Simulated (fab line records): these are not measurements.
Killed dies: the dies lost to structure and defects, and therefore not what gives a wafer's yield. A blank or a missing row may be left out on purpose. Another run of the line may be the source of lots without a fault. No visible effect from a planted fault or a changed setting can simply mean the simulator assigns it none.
A lot that was struck, set against a sound lot | flow nandHarc | 17 out of 1302 route steps
Sound: the wafers L835.1, L835.3, L835.6. Struck: wafers L842.2, L842.3 (left out: L842.6, a lot-mate that was not struck); the cause follows at the end.
Per side, at each step with rows, come the tool, then ch with its chambers, and then its first start. Under that, the readings that differ: sound wafers | struck wafers | difference of the means | sigmas: that difference in standard deviations of wafers without a fault.
alike: readings with means less than 2 such deviations apart, plus words and numbers identical on both sides. not compared: withheld readings, readings lacking a value on some wafer, bounds such as >300 that could conceal the same value, and numbers that have no deviation in the record and whose values overlap.
A row with sigmas, a row that says differs or no value, or rows on one side alone: a step with any of these is where the two part. Non-overlapping numbers with no deviation appear without sigmas and do not part them. Lack of a reading on every wafer of one side parts them only where that side has two or more wafers.

NHARC_P_M0_OVL_MEAS_10: pitch 180 nm.
  struck on overlay-01, day 10 09:32; sound on overlay-01, day 7 05:34
  alike: overlayXNm, overlayYNm
NHARC_P_M0_INSPECT_11:
  struck on defectInspect-01, day 10 09:35; sound on defectInspect-01, day 7 05:36
  alike: rawDefectCount
then, 1 step without rows for these wafers: NHARC_P_M0_DESCUM_14 (chemistry O2, time 3 s).
NHARC_P_M0_ETCH_34: etches the open film in N2/H2, target depth 40 nm, overetch 12 nm, time 43.94 s.
  sound on rieDiel-04 ch 1,2,3, day 7 05:46; struck on rieDiel-04 ch 1,3, day 10 09:43
  alike: drypumpMotorCurrentA, n2FlowSccm, oesProductAu, rfVppV, showerheadPlenumPTorr, throttleValvePct
  not compared: rfHoursCounterH
NHARC_P_M0_ETCH_15: etches the open film in C4F8/Ar, target depth 150 nm, overetch 15 nm, time 82.5 s.
  sound: rieDiel-04 ch 1,2; struck: rieDiel-04 ch 1,2
  alike: oesProductAu, rfVppV
  not compared: rfHoursCounterH
NHARC_P_M0_CD_MEAS_16:
  struck on cdSem-02, day 10 09:56; sound on cdSem-02, day 7 06:00
  alike: cdNm
then, 2 steps without rows for these wafers: NHARC_P_M0_STRIP_18 (strips in N2/H2); NHARC_P_M0_STRIP_19 (strips in post etch residue remover, time 600 s).
NHARC_P_M0_DEGAS_28: time 60 s.
  struck on pvdSputter-03, day 10 10:34; sound on pvdSputter-01, day 7 06:41
  alike: heaterPowerW, susceptorTempC
NHARC_P_M0_PRE_CLEAN_29: time 30 s.
  sound on pvdSputter-01; struck on pvdSputter-03
  alike: heaterPowerW, susceptorTempC
then, 1 step without rows for these wafers: NHARC_P_M0_PVD_20 (deposits TaN, target thk 5 nm, time 8.06 s).
NHARC_P_M0_PVD_21: deposits Cu, target thk 30 nm, time 20.49 s.
  sound on pvdSputter-01; struck on pvdSputter-03
  alike: throttleValvePct
NHARC_P_M0_ECD_22: material Cu, target thk 400 nm.
  sound on ecdCu-01 ch 0,1, day 7 07:02; struck on ecdCu-02 ch 0,1, day 10 10:58
then, 1 step without rows for these wafers: NHARC_P_M0_ANNEAL_30 (time 90 s).
NHARC_P_M0_CMP_23: polishes, t overpolish 20 s, target thk 117.54 nm.
  sound on cmp-03 ch 0,2, day 7 07:46; struck on cmp-03 ch 2,3, day 10 11:43
reading             | sound    | struck | difference | sigmas
timeToEndpointS (s) | 33 30 32 | 9 13   | -21        | -6
  alike: motorCurrentA, slurryFilterDpKPa
NHARC_P_M0_THK_MEAS_24: measures by xrf.
  struck on filmMetro-01, day 10 12:01; sound on filmMetro-02, day 7 08:05
  alike: thkNm
-- break in the record here, with 18 days between the starts of the struck wafers on either side (left off in module P_M0, picked up again in module END, where the first step shown is number 1302 on the route) --
NHARC_END_SORT_01:
  sound on prober-02 ch 0, day 25 12:09; struck on prober-02 ch 0, day 28 19:19
  alike: defectLimitedYield, killedAtArray, killedAtOther, killedAtPeriphery, killedDies, killedOpen, killedShort

WHERE THEY PART
At NHARC_P_M0_CMP_23 and nowhere else, as far as this record goes. Later steps at which nothing parts them and some readings are alike: NHARC_P_M0_THK_MEAS_24, NHARC_END_SORT_01.

WHY: whatever the simulator had introduced
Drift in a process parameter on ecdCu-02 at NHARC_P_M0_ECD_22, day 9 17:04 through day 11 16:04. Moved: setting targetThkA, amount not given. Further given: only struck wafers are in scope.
